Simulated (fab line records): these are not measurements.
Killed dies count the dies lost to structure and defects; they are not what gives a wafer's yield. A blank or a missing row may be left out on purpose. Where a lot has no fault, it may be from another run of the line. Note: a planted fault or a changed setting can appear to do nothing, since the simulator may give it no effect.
fab line records	flow n5-finfet
[record] lots = 7	wafers = 39
route steps=1938 shown SD_EPI_P@307 HKMG_FIN@386 MOL_CONTACT_COAG@559
start-h: hours from the record's opening day to when the first of the lot's shown wafers began	wait-h: hours from the lot's prior step to this one	" the same as in the row above	L1.1+2: one row covering several wafers at once	- value missing, or start not given	* or withheld: withheld	< > ~ a bound
route shown NAME@n: names a module that has steps shown in the file, with the first one's number in the route	usual: the fault-free wafers' mean and standard deviation	same: alike in all rows	chamber/n: place in a boat	sites: readings site by site	_std_site: the values' standard deviation	_edge_site: mean of outer sites minus mean of inner sites	radius-mm: for every site, how far away it sits from the centre of the wafer	mask NAME#n: copy n	behind: the tool/chamber that last shaped the wafer	hold: why the lot went on hold/how many hours it stayed there/how the hold came to an end	device: which transistor (n, p or np) failed to switch	end of line: the route-end tests of the same wafers	step lacking rows: just its recipe	killed: the dies lost at the first sort to structure and to defects; this is not the yield of the wafer	map: shows each die of a wafer: x if killed, . if not, _ if none is there
set.NAME: the setting as run; set.NAME@STEP: as run at that earlier step	model.NAME: the simulator's own value behind a step, which no gauge read
lots run with intentionally changed settings; tables by step, rows by wafer
[[steps]]
[step N5_SD_EPI_P_ETCH_36]
[recipe] chemistry = CF4	target = SiARC	target-depth-a = 455	mask-material = CAR-ArF-block	time-s = 75.8	ion-energy-ev = 80	pressure-mtorr = 40	source-w = 545	bias-w = 36	Ar_flow_sccm = 100	cf4-flow-sccm = 100	ends = cleared
[usual] rf-vpp-V = 183.9/1.1
lot.wafer	tool	chamber	start-h	wait-h	set.bias-w	rf-vpp-V
L074.1	rie-diel-04	2	53.71	0.0	38.61	191.5
L074.2	"	1	"	"	36	185.5
L074.3	"	0	"	"	36	183.1
L074.4	"	0	"	"	36	183.3
L074.5	"	2	"	"	38.61	193.1
L074.6	"	1	"	"	38.61	194.0
L075.1	rie-diel-04	0	63.18	0.0	36	181.9
L075.2	"	3	"	"	36	184.7
L075.3	"	2	"	"	36	184.9
L075.4	"	1	"	"	36	185.9
L075.5	"	1	"	"	36	185.1
L075.6	"	2	"	"	36	183.3
L080.1	rie-diel-06	1	90.35	0.0	29.63	162.0
L080.2	"	3	"	"	36	184.4
L080.3	"	0	"	"	36	184.0
L080.4	"	2	"	"	36	185.9
L080.5	"	2	"	"	29.63	162.0
L080.6	"	1	"	"	29.63	161.2
L084.2	rie-diel-03	3	117.46	0.0	36	183.8
L084.3	"	0	"	"	36	182.4
L084.5	"	0	"	"	36	183.4
L085.1	rie-diel-04	1	125.46	0.0	41.15	202.4
L085.2	"	3	"	"	36	183.8
L085.3	"	0	"	"	41.15	198.4
L085.4	"	2	"	"	41.15	200.5
L085.5	"	3	"	"	36	182.5
L085.6	"	0	"	"	36	183.9
L086.1	rie-diel-03	1	129.08	0.0	36	184.6
L086.2	"	3	"	"	36	181.9
L086.3	"	2	"	"	36	185.1
L086.4	"	0	"	"	36	183.9
L086.5	"	2	"	"	36	185.7
L086.6	"	3	"	"	36	181.9
L088.1	rie-diel-03	2	137.72	0.0	32.17	172.6
L088.2	"	3	"	"	36	183.4
L088.3	"	1	"	"	32.17	171.6
L088.4	"	0	"	"	36	182.6
L088.5	"	3	"	"	36	182.7
L088.6	"	0	"	"	32.17	169.4
[step N5_HKMG_FIN_HK_ALD_01]
[recipe] material = HfO2	target-thk-a = 16	temp-c = withheld	ald-precursor-family = HfCl4	ald-co-reactant = H2O	pulse-time-s = 3	purge-time-s = 3	co-reactant-purge-time-s = 2.5	co-reactant-pulse-time-s = 0.3	ald-cycles = 30
lot.wafer	tool	chamber	start-h	wait-h	set.ald-cycles
L074.1+2+5	ald-hk-02	1,0,3	70.16	0.1	32
L074.3+4+6	"	3,2,2	"	"	30
L075.1+3+5	ald-hk-03	0,2,0	78.94	0.0	32
L075.2+4+6	"	1,3,3	"	"	30
L080.1+3+5	ald-hk-03	3,0,2	106.96	0.0	30
L080.2+4+6	"	1,2,1	"	"	26
L084.2+3+5	ald-hk-02	2,1,3	134.30	0.0	30
L085.1+4+5	ald-hk-02	3,0,0	141.64	0.0	30
L085.2+3+6	"	2,1,3	"	"	25
L086.1+4+5	ald-hk-01	2,1,3	144.85	0.0	30
L086.2+3+6	"	0,3,0	"	"	33
L088.1+2+5	ald-hk-01	2,3,0	155.89	0.0	30
L088.3+4+6	"	1,0,3	"	"	34
[step N5_HKMG_FIN_ETCH_54]
[recipe] chemistry = CF4	target = SiARC	target-depth-a = 455	mask-material = CAR-ArF	time-s = 75.8	ion-energy-ev = 80	pressure-mtorr = 40	source-w = 545	bias-w = 36	Ar_flow_sccm = 100	cf4-flow-sccm = 100	ends = cleared
lot.wafer	tool	chamber	start-h	wait-h	set.cf4-flow-sccm
L074.1+2+3+4+5+6	rie-diel-02	3,0,2,1,2,1	71.46	0.0	100
L075.1+4+6	rie-diel-05	1,0,1	80.06	0.0	92.46
L075.2+3+5	"	2,3,0	"	"	100
L080.1+2+3+4+5+6	rie-diel-05	3,2,1,0,2,1	108.56	0.0	100
L084.2+3+5	rie-diel-05	3,0,3	135.43	0.0	100
L085.1+5+6	rie-diel-02	2,2,1	142.81	0.0	100
L085.2+3+4	"	0,3,1	"	"	110.6
L086.1+2+4	rie-diel-01	1,3,1	147.22	0.0	111.5
L086.3+5+6	"	3,1,3	"	"	100
L088.1+5+6	rie-diel-05	1,0,3	157.00	0.0	100
L088.2+3+4	"	3,0,2	"	"	79.56
[step N5_HKMG_FIN_ETCH_55]
[recipe] chemistry = N2/H2	target = SOC	target-depth-a = 2400	temp-c = 40	time-s = 300	ion-energy-ev = 200	mask-material = SiARC	pressure-mtorr = 30	source-w = 840	bias-w = 150	n2-flow-sccm = 200	h2-flow-sccm = 200
[step N5_HKMG_FIN_STRIP_56]
[recipe] chemistry = N2/H2	temp-c = 40	n2-flow-sccm = 200	h2-flow-sccm = 200	rf-frequency-hz = 6e+07
[step N5_HKMG_FIN_WET_ETCH_82]
[recipe] chemistry = dHCl	mix = 1:10000	temp-c = 25	target = La2O3	stop-on = HfO2	target-depth-nm = 2	dry = ipa-marangoni	rinse-time-s = 30	rinse-temp-c = 23
[step N5_HKMG_FIN_ALD_36]
[recipe] material = TiN	target-thk-a = 10	temp-c = 400	ald-precursor-family = TiCl4	ald-co-reactant = NH3	pulse-time-s = 1	purge-time-s = 3	co-reactant-purge-time-s = 2	co-reactant-pulse-time-s = 2	ald-cycles = 47	pressure-torr = 3
[step N5_HKMG_FIN_THK_MEAS_70]
[recipe] thk-meas-gauge = xrf	reads = HfO2_of_HKMG_FIN_HK_ALD_01
[usual] HK_THK = 1.607/0.019
lot.wafer	tool	chamber	start-h	wait-h	set.ald-cycles@HKMG_FIN_HK_ALD_01	HK_THK[nm]
L074.1	film-metro-02	-	74.13	0.2	32	1.743
L074.2	"	-	"	"	32	1.709
L074.3	"	-	"	"	30	1.623
L074.4	"	-	"	"	30	1.601
L074.5	"	-	"	"	32	1.710
L074.6	"	-	"	"	30	1.544
L075.1	film-metro-01	-	82.43	0.2	32	1.727
L075.2	"	-	"	"	30	1.584
L075.3	"	-	"	"	32	1.712
L075.4	"	-	"	"	30	1.585
L075.5	"	-	"	"	32	1.730
L075.6	"	-	"	"	30	1.574
L080.1	film-metro-01	-	111.00	0.2	30	1.599
L080.2	"	-	"	"	26	1.395
L080.3	"	-	"	"	30	1.607
L080.4	"	-	"	"	26	1.391
L080.5	"	-	"	"	30	1.605
L080.6	"	-	"	"	26	1.400
L084.2	film-metro-01	-	138.00	0.2	30	1.604
L084.3	"	-	"	"	30	1.621
L084.5	"	-	"	"	30	1.621
L085.1	film-metro-01	-	145.24	0.2	30	1.613
L085.2	"	-	"	"	25	1.343
L085.3	"	-	"	"	25	1.315
L085.4	"	-	"	"	30	1.602
L085.5	"	-	"	"	30	1.586
L085.6	"	-	"	"	25	1.335
L086.1	film-metro-01	-	149.97	0.2	30	1.624
L086.2	"	-	"	"	33	1.764
L086.3	"	-	"	"	33	1.783
L086.4	"	-	"	"	30	1.633
L086.5	"	-	"	"	30	1.611
L086.6	"	-	"	"	33	1.794
L088.1	film-metro-02	-	159.49	0.2	30	1.596
L088.2	"	-	"	"	30	1.643
L088.3	"	-	"	"	34	1.823
L088.4	"	-	"	"	34	1.853
L088.5	"	-	"	"	30	1.604
L088.6	"	-	"	"	34	1.873
[step N5_MOL_CONTACT_COAG_ALD_27]
[recipe] material = SiOC	target-thk-a = 170	temp-c = 400	ald-precursor-family = carbosiloxane	ald-co-reactant = H2-plasma	pulse-time-s = 1.5	time-s = 2720	purge-time-s = 2	co-reactant-purge-time-s = 2	ald-cycles = 340	pressure-torr = 2
lot.wafer	tool	chamber	start-h	wait-h	set.ald-cycles	model.SiOC_of_MOL_CONTACT_COAG_ALD_27.thk-nm
L074.1	ald-sin-01	3	94.50	0.0	340	17.2
L074.2+3+4+5+6	"	2,0,1,0,1	"	"	340	17
L075.1+4	ald-sin-02	1,2	102.11	0.0	340	17.2
L075.2+3+6	"	0,3,1	"	"	305	15.4
L075.5	"	0	"	"	340	17
L080.1+4	ald-sin-03	3,2	132.10	0.1	340	17
L080.2+5+6	"	0,0,3	"	"	290	14.4
L080.3	"	2	"	"	340	16.8
L084.2+3+5	ald-sin-03	2,3,1	158.93	0.0	340	17
L085.1+3+6	ald-sin-03	1,3,3	168.81	0.0	297	14.8
L085.2	"	0	"	"	340	17
L085.4+5	"	2	"	"	340	16.8
L086.1+6	ald-sin-02	1,3	172.43	0.0	312	15.6
L086.2	"	3	"	"	312	15.8
L086.3+4+5	"	0,2,2	"	"	340	17
L088.1+3+4	ald-sin-01	0,3,2	183.98	1.4	368	18.4
L088.2+6	"	1,3	"	"	340	17
L088.5	"	0	"	"	340	16.8
[step N5_MOL_CONTACT_COAG_ALD_131]
[recipe] material = SiO2	target-thk-a = 50	temp-c = 100	ald-precursor-family = BDEAS	ald-co-reactant = O2-plasma	pulse-time-s = 1	co-reactant-pulse-time-s = 1	purge-time-s = 2	co-reactant-purge-time-s = 2	ald-cycles = 35	pressure-torr = 2
lot.wafer	tool	chamber	start-h	wait-h	set.ald-cycles	model.SiO2_of_MOL_CONTACT_COAG_ALD_131.thk-nm
L074.1+3+6	ald-sin-03	2,3,1	98.73	0.3	41	5.8
L074.2+4+5	"	0,1,0	"	"	35	5
L075.1+2+3+4+5+6	ald-sin-02	3,1,0,2,1,2	105.11	0.1	35	5
L080.1+4+5	ald-sin-01	0,3,0	135.10	0.1	33	4.8
L080.2+3+6	"	2,1,1	"	"	35	5
L084.2+3+5	ald-sin-03	1,3,1	162.03	0.1	35	5
L085.1+4+6	ald-sin-01	3,0,0	172.14	0.1	35	5
L085.2+3+5	"	2,1,3	"	"	29	4.2
L086.1+4+6	ald-sin-01	1,2,1	177.58	0.1	41	5.8
L086.2+3+5	"	3,0,2	"	"	35	5
L088.1+3+5	ald-sin-01	2,0,2	189.44	1.6	35	5
L088.2+4+6	"	1,3,3	"	"	37	5.2
[[key]]
[split] step = N5_SD_EPI_P_ETCH_36	setting = bias-w	stated = 36	by = wafer
[response] step = N5_SD_EPI_P_ETCH_36	reading = rf-vpp-V	change = +1.23	per = 1%	r = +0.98
[split] step = N5_HKMG_FIN_HK_ALD_01	setting = ald-cycles	stated = 30	by = wafer
[response] step = N5_HKMG_FIN_THK_MEAS_70	reading = HK_THK	change = +0.0168	per = 1%	r = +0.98
[split] step = N5_HKMG_FIN_ETCH_54	setting = cf4-flow-sccm	stated = 100	by = wafer
response none clear
[split] step = N5_MOL_CONTACT_COAG_ALD_27	setting = ald-cycles	stated = 340	by = wafer
[response] step = N5_MOL_CONTACT_COAG_ALD_27	reading = model.SiOC_of_MOL_CONTACT_COAG_ALD_27.thk-nm	change = +0.169	per = 1%	r = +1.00
[split] step = N5_MOL_CONTACT_COAG_ALD_131	setting = ald-cycles	stated = 35	by = wafer
[response] step = N5_MOL_CONTACT_COAG_ALD_131	reading = model.SiO2_of_MOL_CONTACT_COAG_ALD_131.thk-nm	change = +0.0459	per = 1%	r = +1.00
